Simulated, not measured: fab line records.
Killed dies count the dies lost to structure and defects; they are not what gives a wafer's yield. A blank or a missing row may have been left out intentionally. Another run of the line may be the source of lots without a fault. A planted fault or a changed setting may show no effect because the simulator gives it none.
Chamber matching    flow n5_finfet    N5_FIN_CUT_STRIP_22 on rie_diel-04 has 3 sister chambers
The step strips in N2/H2. 6 wafers are shown with their chamber, then 6 later ones without.

== WAFERS PAIRED WITH THEIR CHAMBERS ==
wafer   chamber  showerhead_plenum_p_Torr (Torr)  throttle_valve_pct (%)
L085.1  1        3.47                             19.4
L086.2  3        3.16                             18.4
L091.1  1        3.46                             19.4
L091.3  0        3.44                             19.7
L091.4  3        3.16                             18.5
L093.2  0        3.44                             19.7

== WAFERS WHOSE CHAMBER IS MISSING ==
wafer   showerhead_plenum_p_Torr (Torr)  throttle_valve_pct (%)
L093.5  3.46                             19.4
L095.1  3.56                             18.0
L095.4  3.44                             19.7
L096.2  3.56                             18.0
L096.3  3.46                             19.4
L096.4  3.44                             19.7

== THE CHAMBER EACH PASSED THROUGH ==
wafer    from the rows above   in truth
L093.5   1                     1
L095.1   1                     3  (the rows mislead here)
L095.4   0                     0
L096.2   1                     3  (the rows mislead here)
L096.3   1                     1
L096.4   0                     0
Placed correctly: 4 of 6. Not placeable from these rows: 0. 2 placed wrongly.
How it was worked out, from the rows above alone: a wafer's distance from a chamber is the root of the sum, over the readings, of the square of ((its reading less the chamber's mean) divided by the reading's scatter). The wafer belongs to the nearest chamber; if the next one is less than 2 further off, it can't be placed. The mean given for a chamber averages the wafers shown for that chamber. How the scatter is found: for the shown wafers, subtract from each reading the mean of its chamber, square and add these, divide the total by (wafers less chambers), then take the root.
